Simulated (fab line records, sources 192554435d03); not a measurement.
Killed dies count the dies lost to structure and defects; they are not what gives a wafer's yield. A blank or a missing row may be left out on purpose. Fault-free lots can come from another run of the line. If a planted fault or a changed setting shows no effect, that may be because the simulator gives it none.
The tool behind it: which one? -- flow n5-finfet -- 11 lots, 33 wafers sampled, at 5 steps of a route of 1938

## WHAT EACH GAUGE READ, for each wafer
N5_STI_FIN_REVEAL_CD_MEAS_22: target cd 6.238 nm, pitch 28 nm.
lot,measured,on,cd-nm (nm)
L764,day 3 13:56,cd-sem-01,5.34 6.26 6.01
L766,day 3 23:57,cd-sem-01,6.14 6.61 6.17
L767,day 4 07:34,cd-sem-01,6.26 6.04 6.31
L769,day 4 20:23,cd-sem-02,6.16 6.58 6.26
L770,day 5 01:24,cd-sem-03,7.72 6.95 6.73
L771,day 5 11:02,cd-sem-01,7.38 7.16 7.65
L778,day 7 01:59,cd-sem-02,6.13 5.89 5.89
L779,day 7 10:16,cd-sem-03,6.74 6.06 6.08
L780,day 7 13:17,cd-sem-02,6.59 6.03 6.08
L781,day 7 21:25,cd-sem-03,6.77 6.17 6.52
L782,day 7 23:49,cd-sem-03,6.45 5.95 6.37

## WHAT TOOL EACH LOT RAN ON (gives the tool, then ch and the chambers of the sampled wafers, and finally the start)
lot,N5_FIN_CUT_DESCUM_13,N5_FIN_CUT_CUT_ETCH_26,N5_STI_FIN_REVEAL_DENSIFY_30,N5_STI_FIN_REVEAL_OXIDATION_31
L764,"rie-diel-02 ch 1,2, day 3 03:45","rie-diel-02 ch 1,2, day 3 04:11","rtp-anneal-01 ch 0, day 3 10:35","plasma-asher-02 ch 0,1, day 3 13:25"
L766,"rie-diel-06 ch 0,3, day 3 14:06","rie-diel-06 ch 0,3, day 3 14:32","rtp-anneal-02 ch 0, day 3 20:42","plasma-asher-01 ch 0,1, day 3 23:23"
L767,"rie-diel-02 ch 2,3, day 3 21:11","rie-diel-02 ch 2,3, day 3 21:37","rtp-anneal-01 ch 0, day 4 03:53","plasma-asher-01 ch 0,1, day 4 06:34"
L769,"rie-diel-02 ch 1,3, day 4 10:07","rie-diel-02 ch 1,3, day 4 10:32","rtp-anneal-01 ch 0, day 4 17:10","plasma-asher-01 ch 0,1, day 4 19:46"
L770,"rie-diel-06 ch 1,2,3, day 4 15:19","rie-diel-06 ch 1,2,3, day 4 15:46","rtp-anneal-02 ch 0, day 4 21:41","plasma-asher-01 ch 0,1, day 5 00:53"
L771,"rie-diel-02 ch 0,3, day 5 01:09","rie-diel-02 ch 0,3, day 5 01:35","rtp-anneal-02 ch 0, day 5 07:44","plasma-asher-01 ch 0,1, day 5 10:31"
L778,"rie-diel-02 ch 1,3, day 6 14:47","rie-diel-02 ch 1,3, day 6 15:13","rtp-anneal-02 ch 0, day 6 22:46","plasma-asher-01 ch 0,1, day 7 01:28"
L779,"rie-diel-06 ch 0,2, day 6 22:49","rie-diel-06 ch 0,2, day 6 23:16","rtp-anneal-02 ch 0, day 7 07:06","plasma-asher-01 ch 0,1, day 7 09:46"
L780,"rie-diel-06 ch 0,2, day 7 03:34","rie-diel-06 ch 0,2, day 7 04:00","rtp-anneal-02 ch 0, day 7 10:09","plasma-asher-01 ch 0,1, day 7 12:47"
L781,"rie-diel-01 ch 0,1,3, day 7 11:42","rie-diel-01 ch 0,1,3, day 7 12:08","rtp-anneal-01 ch 0, day 7 18:19","plasma-asher-01 ch 0,1, day 7 20:53"
L782,"rie-diel-01 ch 0,2,3, day 7 14:09","rie-diel-01 ch 0,2,3, day 7 14:35","rtp-anneal-01 ch 0, day 7 20:41","plasma-asher-01 ch 0,1, day 7 23:18"
- N5_FIN_CUT_DESCUM_13: chemistry O2, time 7 s.
- N5_FIN_CUT_CUT_ETCH_26: etches SiNx in CH3F/O2, target depth 39 nm, time 55.7 s.
- N5_STI_FIN_REVEAL_DENSIFY_30
- N5_STI_FIN_REVEAL_OXIDATION_31: chemistry O2 PLASMA REMOTE, time 20 s.

## THE ANSWER, worked out from the rows above alone
Rule: what is usual is taken from the lots themselves. The widest of any qualifying gaps counts: lots, ordered by their means at a reading, are off when they make up no more than a third of the lots, leave a main group of 4 or more, and stand apart from it by 3 or more times the standard deviation of that group's means. If all means in a main group match to the digits the tables above print for the reading, that group is not used. Also off: a lot with no number at a reading for which 4 or more lots have one. All remaining lots with rows at the step are treated as sound.
Off, at N5_STI_FIN_REVEAL_CD_MEAS_22 on cd-nm: L770, L771. The main group: mean 6.22 nm, standard deviation 0.18.
If a tool, at a process step before that reading, ran all the lots that are off and no sound lot after the first of them, it fits. Gauges at N5_STI_FIN_REVEAL_CD_MEAS_22: tried the same way as those tools. None of those tried fits.

## WHAT THE SIMULATOR PUT IN
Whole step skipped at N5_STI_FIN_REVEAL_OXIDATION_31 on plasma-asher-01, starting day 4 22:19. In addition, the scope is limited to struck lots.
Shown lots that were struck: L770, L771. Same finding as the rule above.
